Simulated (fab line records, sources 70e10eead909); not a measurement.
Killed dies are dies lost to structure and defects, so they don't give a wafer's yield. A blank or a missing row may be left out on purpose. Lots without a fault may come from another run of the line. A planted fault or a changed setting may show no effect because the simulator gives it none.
fab line records | flow nand_harc | part 2 of 2: steps 29 to 37 of 37
record lots=5 wafers=15 last_day=31
route steps=1302 shown A_M0@1157 A_M1@1169
lots that met no fault: from a run of the same line without faults
start_h: hours from the record's first day to the start of the lot's first wafer shown | wait_h: hours since the lot's step before | " the same as in the row above | L1.1+2: a row that stands for several wafers | - no value, or no start given | * or withheld: withheld | < > ~ a bound
route shown NAME@n: a module of which the file shows steps, and the number in the route of the first | usual: mean/standard deviation of fault-free wafers | same: alike in all rows | chamber/n: place in a boat | sites: the reading at each site | _std_site: their standard deviation | _edge_site: outer sites' mean less inner sites' | radius_mm: how far each site lies from the wafer's centre | mask NAME#n: copy n | behind: the tool/chamber that last shaped the wafer | hold: why the lot was held/for how many hours/how that ended | device: the transistor (n, p or np) that didn't switch | end of line: the same wafers' tests at the end of the route | a step without rows: its recipe alone | killed: dies lost to structure and defects at the first sort, not the wafer's yield | map: a wafer's dies, x killed, . not, _ none there
set.NAME: the setting as run; set.NAME@STEP: as run at that earlier step | model.NAME: the simulator's own value behind a step, which no gauge read
lots at some steps of the route; a table a step, a row a wafer
services: from which hour (start_h, from the record's first day; less than 0 if before it) a tool's chamber was out of use, for how many hours, and why
## steps
# step NHARC_A_M1_STRIP_18
# recipe power_w=1000 n2_flow_sccm=150 h2_flow_sccm=150 ar_flow_sccm=0 bias_w=0 chemistry=N2/H2
# usual drypump_motor_current_A=5.5/0.49 oes_product_au=1.006/0.013 rf_vpp_V=90.6/1 showerhead_plenum_p_Torr=2.04/0.084 throttle_valve_pct=14.172/0.0086
# columns lot.wafer tool chamber start_h wait_h drypump_motor_current_A oes_product_au rf_hours_counter_h rf_vpp_V showerhead_plenum_p_Torr throttle_valve_pct
L076.2 rie_diel-10 2 558.15 0.1 4.9 1.010 8.5 90.6 2.16 14.151
L076.3 " 0 " " 5.8 1.004 7.5 91.4 1.99 14.172
L076.6 " 2 " " 4.9 1.012 - 92.6 2.16 14.165
L081.2 rie_diel-05 1 601.46 0.1 5.3 0.994 0.3 90.1 1.99 14.168
L081.3 " 3 " " 6.1 1.017 0.2 89.5 1.90 14.180
L081.5 " 2 " " 5.2 1.004 - 89.7 2.03 14.168
L080.4 rie_diel-05 3 606.15 0.1 6.1 1.026 0.4 89.0 1.90 14.173
L080.1 " 0 " " 6.4 1.003 0.4 92.0 2.14 14.176
L080.5 " 0 " " 6.5 1.020 - 91.3 2.14 14.166
L083.3 rie_diel-05 3 618.32 0.1 6.1 1.028 0.6 89.3 1.90 14.180
L083.4 " 0 " " 6.5 1.003 0.6 92.6 2.14 14.171
L083.1 " 1 " " 5.2 1.006 0.6 89.0 1.99 14.169
L092.2 rie_diel-05 0 707.44 0.1 6.5 1.014 5.1 92.4 2.14 14.159
L092.3 " 1 " " 5.3 1.022 6.3 90.9 1.98 14.175
L092.6 " 2 " " 5.1 1.026 - 90.4 2.03 14.192
# step NHARC_A_M1_ETCH_28
# recipe target_depth_a=300 over_etch_frac=0.3 time_s=72.99 ion_energy_ev=150 cf4_flow_sccm=50 n2_flow_sccm=100 ar_flow_sccm=150 rf_w=300 bias_w=100 chemistry=CF4/N2
# usual drypump_motor_current_A=5.5/0.52 oes_product_au=1.005/0.011 rf_vpp_V=314.3/1.9 showerhead_plenum_p_Torr=2.64/0.1 throttle_valve_pct=19.793/0.0097
# columns lot.wafer tool chamber start_h wait_h drypump_motor_current_A oes_product_au rf_hours_counter_h rf_vpp_V showerhead_plenum_p_Torr throttle_valve_pct
L076.2 rie_diel-10 3 - - 5.1 0.999 5.9 313.7 2.66 19.793
L076.3 " 0 " " 5.8 0.978 7.5 312.0 2.57 19.811
L076.6 " 1 " " 5.9 0.994 - 313.6 2.61 19.796
L081.2 rie_diel-05 2 - - 5.1 1.016 0.2 313.7 2.62 19.780
L081.3 " 0 " " 6.5 1.007 0.3 315.4 2.75 19.773
L081.5 " 2 " " 5.1 1.022 - 315.0 2.62 19.791
L080.1 rie_diel-05 3 - - 6.0 1.023 0.4 312.2 2.46 19.781
L080.4 " 1 " " 5.3 1.001 0.5 313.4 2.56 19.790
L080.5 " 3 " " 6.1 1.026 - 310.1 2.46 19.806
L083.1 rie_diel-05 0 - - 6.5 1.003 0.7 316.3 2.75 19.802
L083.3 " 1 " " 5.3 1.015 0.6 314.0 2.56 19.792
L083.4 " 3 " " 6.1 1.018 0.6 312.5 2.46 19.787
L092.3 rie_diel-05 0 - - 6.5 1.005 5.2 315.3 2.75 19.788
L092.2 " 2 " " 5.1 1.013 6.1 313.6 2.62 19.792
L092.6 " 0 " " 6.5 1.003 - 314.1 2.75 19.790
# step NHARC_A_M1_STRIP_19
# recipe time_s=600 temp_c=30 chemistry=post_etch_residue_remover
# columns lot.wafer tool chamber start_h wait_h
L076.3+6+2 wet_bench-10 7,2,4 558.50 -
L081.5+3+2 wet_bench-08 2,5,7 601.83 -
L080.4+1+5 wet_bench-10 6,7,0 606.56 -
L083.4+3+1 wet_bench-10 2,3,6 618.71 -
L092.3+2+6 wet_bench-08 1,4,6 707.75 -
# step NHARC_A_M1_DEGAS_29
# recipe temp_c=250 time_s=60
# usual heater_power_w=332/45
# columns lot.wafer tool chamber start_h wait_h heater_power_w
L076.3 pvd_sputter-02 - 558.81 - 259
L076.2 " - " " 362
L076.6 " - " " 339
L081.2 pvd_sputter-03 - 602.12 - 334
L081.3 " - " " 396
L081.5 " - " " 379
L080.4 pvd_sputter-01 - 606.83 - 288
L080.1 " - " " 281
L080.5 " - " " 291
L083.1 pvd_sputter-02 - 618.98 - 362
L083.3 " - " " 341
L083.4 " - " " 330
L092.3 pvd_sputter-02 - 708.02 - 321
L092.2 " - " " 258
L092.6 " - " " 327
# step NHARC_A_M1_PRE_CLEAN_30
# recipe time_s=30 temp_c=280 gas=H2/He
# usual heater_power_w=399/54
# columns lot.wafer tool chamber start_h wait_h heater_power_w
L076.2 pvd_sputter-02 - - - 405
L076.3 " - " " 320
L076.6 " - " " 399
L081.2 pvd_sputter-03 - - - 404
L081.3 " - " " 466
L081.5 " - " " 454
L080.4 pvd_sputter-01 - - - 346
L080.1 " - " " 346
L080.5 " - " " 357
L083.1 pvd_sputter-02 - - - 317
L083.3 " - " " 439
L083.4 " - " " 415
L092.3 pvd_sputter-02 - - - 389
L092.2 " - " " 313
L092.6 " - " " 404
# step NHARC_A_M1_PVD_20
# recipe target_thk_a=50 bias_v=168.6 power_w=15000 chamber_pressure_pa=0.12 time_s=8.06 substrate_temp_c=50 material=TaN
# usual cathode_dc_power_W=15000/2.8 throttle_valve_pct=29.8/0.73
# columns lot.wafer tool chamber start_h wait_h cathode_dc_power_W throttle_valve_pct
L076.2 pvd_sputter-02 - - - 15003 29.5
L076.3 " - " " 14996 29.6
L076.6 " - " " 14996 29.5
L081.2 pvd_sputter-03 - - - 14995 29.9
L081.3 " - " " 15001 30.4
L081.5 " - " " 14994 30.0
L080.4 pvd_sputter-01 - - - 14993 30.9
L080.1 " - " " 15000 31.6
L080.5 " - " " 14999 31.5
L083.1 pvd_sputter-02 - - - 15003 29.3
L083.4 " - " " 15002 30.0
L083.3 " - " " 15003 29.5
L092.2 pvd_sputter-02 - - - 14996 29.7
L092.3 " - " " 15002 29.8
L092.6 " - " " 14998 29.8
# step NHARC_A_M1_PVD_21
# recipe target_thk_a=300 chamber_pressure_pa=5 power_w=5000 substrate_temp_c=30 time_s=20.49 material=Cu
# usual cathode_dc_power_W=4999.9/0.86 throttle_valve_pct=29.9/0.69
# columns lot.wafer tool chamber start_h wait_h cathode_dc_power_W throttle_valve_pct
L076.3 pvd_sputter-02 - - - 5000.4 29.8
L076.2 " - " " 5000.2 29.2
L076.6 " - " " 4999.3 29.2
L081.3 pvd_sputter-03 - - - 5000.7 29.7
L081.2 " - " " 5000.1 30.4
L081.5 " - " " 4999.7 30.2
L080.4 pvd_sputter-01 - - - 5000.4 31.2
L080.1 " - " " 4999.8 31.0
L080.5 " - " " 5000.7 31.4
L083.1 pvd_sputter-02 - - - 5000.2 29.4
L083.4 " - " " 4999.7 29.2
L083.3 " - " " 4998.9 29.1
L092.2 pvd_sputter-02 - - - 4999.6 28.7
L092.3 " - " " 4999.8 29.8
L092.6 " - " " 4999.9 28.7
# step NHARC_A_M1_ECD_22
# recipe target_thk_a=4000 bath_temp_c=25 material=Cu
# columns lot.wafer tool chamber start_h wait_h
L076.2+3+6 ecd_cu-01 1,0,0 559.22 -
L081.2+3+5 ecd_cu-01 1 602.51 -
L080.1+4+5 ecd_cu-01 0,1,1 607.24 -
L083.1+4+3 ecd_cu-02 1,1,0 619.34 -
L092.2+3+6 ecd_cu-01 1 708.43 -
# step NHARC_A_M1_ANNEAL_31
# recipe temp_c=225 time_s=90
# usual wafer_temp_C_max=226.12/0.29
# columns lot.wafer tool chamber start_h wait_h wafer_temp_C_max
L076.2 rtp_anneal-01 0 559.59 - 226.07
L076.3 " 0 " " 226.44
L076.6 " 0 " " 225.87
L081.2 rtp_anneal-01 0 602.89 - 226.03
L081.3 " 0 " " 225.92
L081.5 " 0 " " 226.18
L080.1 rtp_anneal-02 0 607.62 0.3 226.23
L080.4 " 0 " " 226.60
L080.5 " 0 " " 226.49
L083.1 rtp_anneal-01 0 619.72 - 225.94
L083.3 " 0 " " 225.81
L083.4 " 0 " " 225.48
L092.2 rtp_anneal-02 0 708.81 - 226.37
L092.3 " 0 " " 226.14
L092.6 " 0 " " 226.14
## services
# columns tool chamber start_h hours kind
rie_diel-01 0 545.53 3.0 repair
rie_diel-01 - 557.80 9.0 pm
rie_diel-10 1 560.26 71.1 repair
rie_diel-10 2 564.46 3.6 repair
pvd_sputter-02 - 565.36 3.0 repair
rie_diel-05 3 569.05 8.7 repair
ecd_cu-01 - 576.62 0.5 repair
pvd_sputter-01 - 582.47 10.0 pm
rie_diel-05 - 583.62 9.0 pm
pvd_sputter-02 - 591.73 17.8 repair
ecd_cu-01 - 595.79 2.1 repair
pvd_sputter-01 - 620.81 5.6 repair
pvd_sputter-02 - 638.00 10.0 pm
rie_diel-05 3 648.17 4.1 repair
rie_diel-01 1 657.98 3.2 repair
rie_diel-01 3 660.25 2.9 repair
rie_diel-01 1 663.52 6.5 repair
litho_track-01 - 680.00 7.0 pm
ecd_cu-01 - 689.11 8.0 pm
pvd_sputter-02 - 697.04 2.9 repair
rie_diel-01 0 701.14 4.6 repair
rie_diel-01 3 701.27 9.8 repair
litho_track-06 - 704.00 7.0 pm
pvd_sputter-03 - 704.07 10.0 pm
